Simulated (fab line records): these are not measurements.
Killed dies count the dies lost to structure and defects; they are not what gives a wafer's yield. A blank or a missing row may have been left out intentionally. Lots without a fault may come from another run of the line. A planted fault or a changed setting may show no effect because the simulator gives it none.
Split-lot experiment | flow n5Finfet | 7 lots, 21 wafers read, on a route of 1938 steps

== THE SPLIT ITSELF ==
At N5_BEOL_M0_DEP_125 (deposits SiCN from 3MS/NH3, target thk 8 nm, time 14 s), the setting timeS was moved away from the recipe's 14 s on 7 of the 21 wafers read, by +6.6% to +14.9%. The other wafers ran this setting at the recipe's value.

The split's own step is where the reading is taken.

== THE READING ==
SiCN_of_BEOL_M0_DEP_125.thkNm (the simulator's own value, which no gauge read), in nm, at N5_BEOL_M0_DEP_125 (deposits SiCN from 3MS/NH3, target thk 8 nm, time 14 s). The file gives no usual value for it. Across the 14 wafers here that went through the recipe, the average is 7.9 nm and the standard deviation 0.16 nm.

wafer  | tool, chamber at the split | timeS as run, s | against the recipe | SiCN_of_BEOL_M0_DEP_125.thkNm, nm | against lot-mates on the recipe
L076.1 | pecvd-02, 2                | 14.93           | +6.6%              | 8.2                               | +0.6
L076.2 | pecvd-02, 1                | 14              | recipe             | 7.6                               | -
L076.5 | pecvd-02, 0                | 14.93           | +6.6%              | 8.4                               | +0.8
L077.2 | pecvd-04, 1                | 14              | recipe             | 7.6                               | -
L077.3 | pecvd-04, 0                | 14              | recipe             | 7.8                               | -
L077.4 | pecvd-04, 2                | 14              | recipe             | 8                                 | -
L085.2 | pecvd-04, 0                | 14              | recipe             | 7.8                               | -
L085.3 | pecvd-04, 1                | 14              | recipe             | 8                                 | -
L085.5 | pecvd-04, 1                | 14              | recipe             | 8                                 | -
L089.1 | pecvd-01, 0                | 14              | recipe             | 8                                 | -
L089.4 | pecvd-01, 0,2              | 16.09           | +14.9%             | 9.4                               | +1.4
L089.5 | pecvd-01, 0,2              | 16.09           | +14.9%             | 9.4                               | +1.4
L094.2 | pecvd-01, 2                | 15.31           | +9.4%              | 8.6                               | +0.6
L094.4 | pecvd-01, 1                | 15.31           | +9.4%              | 8.8                               | +0.8
L094.6 | pecvd-01, 2                | 14              | recipe             | 8                                 | -
L096.2 | pecvd-04, 1,2              | 14              | recipe             | 8                                 | -
L096.5 | pecvd-04, 1,2              | 14              | recipe             | 8                                 | -
L096.6 | pecvd-04, 0                | 14              | recipe             | 8.2                               | -
L097.2 | pecvd-02, 2                | 14              | recipe             | 7.8                               | -
L097.4 | pecvd-02, 2                | 14              | recipe             | 8                                 | -
L097.5 | pecvd-02, 0                | 15.1            | +7.9%              | 8.6                               | +0.7
If several chambers appear in one row, that row covers several wafers at once and the file leaves open which wafer was in which chamber.

THE FIT
A straight line over all 21 wafers: SiCN_of_BEOL_M0_DEP_125.thkNm changes by +0.0921 nm for each +1% of timeS; r = +0.94; the points scatter about the line by 0.17 nm.
The same after taking each lot's own level away (the mean of its wafers on the recipe; 21 wafers): +0.0904 nm for each +1%; r = +0.97; scatter 0.12 nm.
That fit puts the effect of the largest move of timeS on the reading at 1.4 nm.
Across the lots, their own levels run from 7.60 to 8.07 nm, a range of 2.8 times the standard deviation given above.
So the lot-to-lot level changes the slope little: the two slopes agree.
Check: for one of the wafers moved furthest among these (+14.9%), held out of the fit, the line's prediction against its lot-mates is +1.33 nm. Against them it came out at +1.4 nm.

== OTHER SPLITS APPLIED TO THESE WAFERS ==
Note: prior to the reading, these wafers also went through further splits. Each is held against what the fit with the lots' levels taken away leaves over:
other split on the same wafers       | wafers away from the commonest value | r with SiCN_of_BEOL_M0_DEP_125.thkNm (lot level and that fit taken away)
N5_HKMG_FIN_CVD_62 tempC             | 9                                    | -0.13
N5_HKMG_FIN_ETCH_35 timeS            | 7                                    | -0.23
N5_MOL_CONTACT_COAG_COAT_58 spinRpm  | 8                                    | +0.06
N5_MOL_CONTACT_COAG_ETCH_105 biasW   | 8                                    | -0.01
N5_MOL_CONTACT_COAG_ALD_27 aldCycles | 7                                    | -0.16
N5_BEOL_M0_SAQP_ETCH_107 biasW       | 3                                    | -0.13

== FILE'S OWN FIT ==
SiCN_of_BEOL_M0_DEP_125.thkNm changes by +0.0903 nm for each +1% of timeS, r = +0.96.
